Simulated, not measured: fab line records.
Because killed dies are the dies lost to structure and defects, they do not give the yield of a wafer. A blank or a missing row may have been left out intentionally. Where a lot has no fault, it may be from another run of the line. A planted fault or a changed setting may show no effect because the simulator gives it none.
A lot that was struck, set against a sound lot ; flow nandHarc ; 16 steps out of a route of 1302
Sound: these wafers, L836.1, L836.4, L836.6. Wafers struck: L831.1, L831.2, L831.5. At the end, the cause is stated.
At each step with rows: each side's tool, then ch and its chambers, then its first start. Under that, the readings that differ: sound wafers ; struck wafers ; difference of the means ; sigmas: that difference in standard deviations of wafers without a fault.
alike: same words and numbers on both sides, and readings whose means sit less than 2 such deviations apart. not compared: any withheld reading, any reading some wafer has no value for, any bound like >300 that may hide the same value, and any number with overlapping values for which the record gives no deviation.
The two part at a step that has a row with sigmas, a row that says differs or no value, or rows on one side only. Numbers that have no deviation but don't overlap get no sigmas and don't part them. A reading missing from all wafers of one side parts the sides only when that side holds two or more wafers.

NHARC_P_START_INSPECT_01:
  sound on defectInspect-02, day 7 16:02; struck on defectInspect-02, day 5 14:02
  alike: rawDefectCount
then, 10 steps without rows for these wafers: NHARC_P_ZERO_WELL_PRECLEAN_00 (cleans in SPM, time 600 s); NHARC_P_ZERO_WELL_SRD_01; NHARC_P_ZERO_WELL_PECVD_02 (deposits SiO2, target thk 10 nm); NHARC_P_ZERO_WELL_DEHYDRATE_03 (time 120 s); NHARC_P_ZERO_WELL_HMDS_04 (time 30 s); NHARC_P_ZERO_WELL_COAT_64 (time 65 s); NHARC_P_ZERO_WELL_COAT_05 (resist thk 600 nm); NHARC_P_ZERO_WELL_SOFTBAKE_06 (time 70 s); NHARC_P_ZERO_WELL_EBR_07; NHARC_P_ZERO_WELL_EXPOSE_08 (exposes mask P ZERO, target cd 500 nm).
NHARC_P_ZERO_WELL_PEB_09: peb time 80 s.
  sound on lithoTrack-03 ch 0, day 7 17:05; struck on lithoTrack-05 ch 0, day 5 15:09
reading;sound;struck;difference;sigmas
heaterPowerTotalW (W);190.6 190.0 189.7;175.8 175.3 177.2;-14.0;-18
plateTempC (C);128.10 128.13 128.29;121.04 120.83 121.16;-7.16;-48
then, 1 step without rows for these wafers: NHARC_P_ZERO_WELL_DEVELOP_10 (time 50 s).
NHARC_P_ZERO_WELL_CD_MEAS_11: target cd 500 nm.
  sound on cdSem-03 ch 0, day 7 17:10; struck on cdSem-02 ch 0, day 5 15:14
reading;sound;struck;difference;sigmas
cdNm (nm);498.3 498.8 498.1;437.9 438.4 437.6;-60.4;-40
then, 1 step without rows for these wafers: NHARC_P_ZERO_WELL_HARDBAKE_12 (time 65 s).
-- jump in the record: it breaks off in module P_ZERO_WELL and resumes in module END (first step shown: number 1302 of the route), and 23 days separate the struck wafers' starts before and after --
NHARC_END_SORT_01:
  only the struck wafers appear in the record here, on prober-01 ch 0 at day 28 04:35; the sound ones have no rows

## WHERE THEY PART
Earliest at NHARC_P_ZERO_WELL_PEB_09; latest, in this record, at NHARC_END_SORT_01.

WHY: the cause the simulator had injected
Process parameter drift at NHARC_P_ZERO_WELL_PEB_09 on lithoTrack-05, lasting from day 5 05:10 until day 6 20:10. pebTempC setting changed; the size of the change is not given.
